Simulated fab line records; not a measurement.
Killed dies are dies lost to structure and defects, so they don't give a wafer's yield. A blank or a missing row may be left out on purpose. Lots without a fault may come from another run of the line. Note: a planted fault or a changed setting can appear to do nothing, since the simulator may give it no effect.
fab line records    flow n5_finfet
record lots=13  wafers=38  last_day=18
route steps=1938 shown BEOL_M8@1345 PASSIVATION@1936
lots with no fault: from the same line, run without faults
start_h: start of the lot's first displayed wafer, in hours after the record's first day    wait_h: hours since the lot's step before    " same as the row above    L1.1+2: a row that stands for several wafers    - no value, or no start given    * or withheld: withheld    < > ~ a bound
route shown NAME@n: names a module that has steps shown in the file, with the first one's number in the route    usual: average and standard deviation across the fault-free wafers    same: alike in all rows    chamber/n: place in a boat    sites: the reading at each site    _std_site: standard deviation of those values    _edge_site: mean of outer sites minus mean of inner sites    radius_mm: how far each site lies from the wafer's centre    mask NAME#n: copy n    behind: the last tool/chamber to shape the wafer    hold: what put the lot on hold/how long, in hours/how the hold closed    device: which transistor (n, p or np) failed to switch    end of line: the same wafers' tests at the end of the route    a step without rows: its recipe alone    killed: dies that structure and defects cost at the first sort, which is not the same as the wafer's yield    map: a wafer's dies, x killed, . not, _ none there
set.NAME: setting as actually run; set.NAME@STEP: the setting as run at that earlier step    model.NAME: the simulator's own value behind a step, which no gauge read
the route's steps for a sample of lots (tables are steps, rows are wafers)
## steps
# step N5_BEOL_M8_CD_MEAS_11
# recipe target_cd_nm=38.5  landing_energy_ev=500  detector=se_inlens  polarity=opening
# usual cd_nm=38.4/0.5
lot.wafer  tool       chamber  start_h  wait_h  cd_nm
L997.1     cd_sem-01  0        223.50   -       38.5
L997.3     "          0        "        "       38.1
L997.4     "          0        "        "       39.3
L998.1     cd_sem-03  0        231.09   -       38.6
L998.3     "          0        "        "       38.7
L998.6     "          0        "        "       39.3
L101.1     cd_sem-02  0        233.31   -       38.9
L101.3     "          0        "        "       38.7
L101.4     "          0        "        "       39.4
L100.2     cd_sem-03  0        236.78   -       38.5
L100.4     "          0        "        "       38.5
L100.5     "          0        "        "       38.2
L103.1     cd_sem-01  0        253.10   -       38.8
L103.4     "          0        "        "       38.1
L103.5     "          0        "        "       38.0
L105.1     cd_sem-01  0        253.74   -       38.9
L105.5     "          0        "        "       38.1
L105.6     "          0        "        "       38.6
L104.1     cd_sem-03  0        255.54   -       38.5
L104.3     "          0        "        "       39.0
L104.5     "          0        "        "       39.0
L106.2     cd_sem-01  0        264.61   -       38.2
L106.3     "          0        "        "       38.5
L106.5     "          0        "        "       38.7
L108.1     cd_sem-01  0        285.61   -       37.6
L108.3     "          0        "        "       38.3
L108.4     "          0        "        "       38.4
L110.1     cd_sem-01  0        302.96   -       39.2
L110.4     "          0        "        "       38.9
L110.5     "          0        "        "       38.3
L113.3     cd_sem-03  0        308.15   -       38.5
L113.4     "          0        "        "       38.8
L113.6     "          0        "        "       38.4
L118.5     cd_sem-02  0        348.43   -       38.4
L118.6     "          0        "        "       38.2
L117.2     cd_sem-02  0        349.96   -       38.5
L117.4     "          0        "        "       37.7
L117.6     "          0        "        "       39.4
# step N5_BEOL_M8_OVL_MEAS_12
# recipe points_per_wafer=44
# usual M8_OVL=0.2/0.59
lot.wafer  tool        chamber  start_h  wait_h  M8_OVL[nm]
L997.1     overlay-02  0        223.53   0.0     0.9
L997.3     "           0        "        "       0.1
L997.4     "           0        "        "       1.1
L998.1     overlay-01  0        231.12   0.0     0.7
L998.3     "           0        "        "       1.1
L998.6     "           0        "        "       1.4
L101.1     overlay-01  0        233.34   0.0     0.0
L101.3     "           0        "        "       -0.6
L101.4     "           0        "        "       0.9
L100.2     overlay-01  0        236.81   0.0     1.0
L100.4     "           0        "        "       1.2
L100.5     "           0        "        "       1.5
L103.1     overlay-02  0        253.13   0.0     0.7
L103.4     "           0        "        "       0.6
L103.5     "           0        "        "       0.6
L105.1     overlay-01  0        253.77   0.0     -0.4
L105.5     "           0        "        "       0.4
L105.6     "           0        "        "       0.2
L104.1     overlay-02  0        255.57   0.0     0.6
L104.3     "           0        "        "       -0.4
L104.5     "           0        "        "       -0.1
L106.2     overlay-02  0        264.64   0.0     0.2
L106.3     "           0        "        "       0.3
L106.5     "           0        "        "       0.5
L108.1     overlay-02  0        285.64   0.0     0.9
L108.3     "           0        "        "       0.3
L108.4     "           0        "        "       0.5
L110.1     overlay-01  0        302.99   0.0     0.0
L110.4     "           0        "        "       -0.2
L110.5     "           0        "        "       0.0
L113.3     overlay-02  0        308.18   0.0     -0.2
L113.4     "           0        "        "       -0.2
L113.6     "           0        "        "       -0.5
L118.5     overlay-02  0        348.46   0.0     0.2
L118.6     "           0        "        "       0.6
L117.2     overlay-01  0        349.99   0.0     0.1
L117.4     "           0        "        "       0.8
L117.6     "           0        "        "       0.6
# step N5_BEOL_M8_COAT_71
# recipe resist=underlayer  temp_c=205  time_s=60  spin_rpm=1500  resist_thk_nm=5
# usual heater_power_total_W=391.6/1.3  plate_temp_C=205.01/0.16
lot.wafer  tool            chamber  start_h  wait_h  heater_power_total_W  plate_temp_C
L997.1     litho_track-01  0        227.02   -       393.1                 204.92
L997.3     "               0        "        "       390.0                 204.97
L997.4     "               0        "        "       392.1                 205.26
L998.1     litho_track-02  0        231.67   -       391.4                 205.12
L998.3     "               0        "        "       391.7                 205.12
L998.6     "               0        "        "       391.3                 205.08
L101.1     litho_track-02  0        235.56   -       390.4                 205.06
L101.3     "               0        "        "       390.5                 204.94
L101.4     "               0        "        "       392.5                 205.08
L100.2     litho_track-01  0        240.18   -       393.2                 205.01
L100.4     "               0        "        "       392.5                 205.08
L100.5     "               0        "        "       389.6                 205.11
L103.1     litho_track-05  0        253.88   -       391.1                 204.93
L103.4     "               0        "        "       389.6                 205.03
L103.5     "               0        "        "       390.2                 204.98
L105.1     litho_track-02  0        254.39   -       392.2                 205.17
L105.5     "               0        "        "       392.7                 205.01
L105.6     "               0        "        "       392.3                 205.11
L104.1     litho_track-05  0        257.03   -       391.5                 204.88
L104.3     "               0        "        "       394.0                 204.77
L104.5     "               0        "        "       390.7                 204.79
L106.2     litho_track-02  0        266.09   -       393.6                 204.95
L106.3     "               0        "        "       389.5                 205.08
L106.5     "               0        "        "       389.9                 204.73
L108.1     litho_track-05  0        291.45   -       389.7                 205.20
L108.3     "               0        "        "       390.3                 204.99
L108.4     "               0        "        "       391.9                 204.92
L110.1     litho_track-01  0        303.58   -       384.4                 202.93
L110.4     "               0        "        "       388.8                 202.92
L110.5     "               0        "        "       385.0                 202.79
L113.3     litho_track-01  0        310.11   -       388.6                 203.11
L113.4     "               0        "        "       385.8                 202.61
L113.6     "               0        "        "       384.8                 202.87
L118.5     litho_track-02  0        352.67   -       390.3                 205.06
L118.6     "               0        "        "       390.3                 204.77
L117.2     litho_track-05  0        352.79   -       389.6                 204.89
L117.4     "               0        "        "       392.2                 204.99
L117.6     "               0        "        "       393.1                 205.21
# step N5_BEOL_M8_CD_MEAS_28
# recipe target_cd_nm=40  landing_energy_ev=500  detector=se_inlens
# usual cd_nm=39.97/0.23
lot.wafer  tool       chamber  start_h  wait_h  cd_nm
L997.1     cd_sem-03  0        227.41   -       39.78
L997.3     "          0        "        "       39.86
L997.4     "          0        "        "       40.23
L998.1     cd_sem-01  0        231.94   -       39.75
L998.3     "          0        "        "       40.09
L998.6     "          0        "        "       40.00
L101.1     cd_sem-03  0        235.82   -       40.21
L101.3     "          0        "        "       40.13
L101.4     "          0        "        "       40.08
L100.2     cd_sem-02  0        240.44   -       40.15
L100.4     "          0        "        "       39.55
L100.5     "          0        "        "       40.06
L103.1     cd_sem-03  0        254.27   -       39.80
L103.4     "          0        "        "       39.58
L103.5     "          0        "        "       39.98
L105.1     cd_sem-02  0        254.66   -       39.99
L105.5     "          0        "        "       39.37
L105.6     "          0        "        "       39.88
L104.1     cd_sem-03  0        257.29   -       40.32
L104.3     "          0        "        "       39.92
L104.5     "          0        "        "       39.85
L106.2     cd_sem-03  0        266.48   -       40.13
L106.3     "          0        "        "       39.86
L106.5     "          0        "        "       39.88
L108.1     cd_sem-02  0        292.00   -       40.17
L108.3     "          0        "        "       39.92
L108.4     "          0        "        "       39.89
L110.1     cd_sem-03  0        303.84   -       40.23
L110.4     "          0        "        "       39.82
L110.5     "          0        "        "       40.45
L113.3     cd_sem-02  0        310.37   -       40.10
L113.4     "          0        "        "       40.05
L113.6     "          0        "        "       40.52
L118.5     cd_sem-01  0        353.06   -       39.93
L118.6     "          0        "        "       39.93
L117.2     cd_sem-03  0        353.10   -       40.00
L117.4     "          0        "        "       39.59
L117.6     "          0        "        "       39.64
# step N5_PASSIVATION_PROBE_49
# usual defect_limited_yield=91.4/1.5  killed_at_M0_to_M3=34/10  killed_at_M4_up=15/6  killed_at_contacts=12/6  killed_at_front_end=37/11  killed_at_other=3.3/2.8  killed_dies=101/18  killed_open=66/14  killed_short=33/7.8  sort_bin_5_function=5.0/0.97  sort_bin_6_memory=3.2/0.72  sort_bin_8_speed=0.00/0.01  sort_n_pass=1079/18  sort_yield_pct=91.4/1.5
# same gross_dies=1180  killed_at_back_side=0  sort_bin_4_leakage[%]=0
lot.wafer  tool       chamber  start_h  wait_h  defect_limited_yield[%]  killed_at_M0_to_M3  killed_at_M4_up  killed_at_contacts  killed_at_front_end  killed_at_other  killed_dies  killed_open  killed_short  sort_bin_5_function[%]  sort_bin_6_memory[%]  sort_bin_8_speed[%]  sort_n_pass  sort_yield_pct[%]
L106.2     prober-01  -        333.92   0.1     92.4                     45                  11               13                  17                   4                90           61           28            4.8                     2.6                   0                    1090         92.4
L106.3     prober-01  -        333.97   0.1     93.9                     37                  7                9                   18                   1                72           49           23            3.3                     2.5                   0                    1108         93.9
L106.5     prober-01  -        334.07   0.2     92.4                     39                  8                15                  28                   0                90           60           22            3.7                     3.1                   0                    1090         92.4
L110.4     prober-02  -        386.60   0.2     91.1                     47                  20               4                   31                   3                105          66           37            5.1                     3.5                   0                    1075         91.1
# killed by level:class
L106.2 MOL_CONTACT_COAG:geometric_particle:open=13 BEOL_M1:geometric_particle:open=13 BEOL_M0_SAQP:geometric_particle:short=9 BEOL_M0_SAQP:geometric_particle:open=7 BEOL_M3:geometric_particle:open=7 BEOL_M3:geometric_particle:short=5 FIN_SAQP:geometric_particle:open=4 GATE_CUT:geometric_particle:short=3
L106.3 MOL_CONTACT_COAG:geometric_particle:open=7 BEOL_M3:geometric_particle:short=7 BEOL_M2:geometric_particle:open=6 BEOL_M3:geometric_particle:open=6 STI_FIN_REVEAL:geometric_particle:open=5 BEOL_M0_SAQP:geometric_particle:open=5 BEOL_M0_SAQP:geometric_particle:short=5 BEOL_M1:geometric_particle:open=5
L106.5 BEOL_M3:geometric_particle:open=21 MOL_CONTACT_COAG:geometric_particle:open=11 FIN_SAQP:geometric_particle:open=8 BEOL_M1:geometric_particle:short=7 HKMG_FIN:area_etch=6 FIN_SAQP:geometric_particle:short=4 DUMMY_GATE:geometric_particle:open=4 MOL_CONTACT_COAG:geometric_particle:short=4
L110.4 BEOL_M2:geometric_particle:open=19 BEOL_M0_SAQP:geometric_particle:short=12 BEOL_M0_SAQP:geometric_particle:open=7 BEOL_M5:geometric_particle:open=7 FIN_SAQP:geometric_particle:short=6 DUMMY_GATE:geometric_particle:open=5 GATE_CUT:geometric_particle:open=4 BEOL_M2:geometric_particle:short=4
## key
first_sign step=N5_BEOL_M8_COAT_71  reading=plate_temp_C  direction=down  sigmas=14  usual=*  struck=*
effect step=N5_BEOL_M8_COAT_71  reading=heater_power_total_W  direction=down  sigmas=4  usual=*  struck=*
met_at N5_BEOL_M8_COAT_71
struck_lots L110,L113
not_acting_at N5_BEOL_M8_CD_MEAS_11,N5_BEOL_M8_OVL_MEAS_12,N5_BEOL_M8_CD_MEAS_28
onset_between 240.18 303.58
fault kind=process_parameter_drift  tool=litho_track-01  chamber=-  onset_h=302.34  steps=N5_BEOL_M8_COAT_71  channel=temp_c  offset=*  shape=step  end_h=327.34  acts_in=*  stated=*
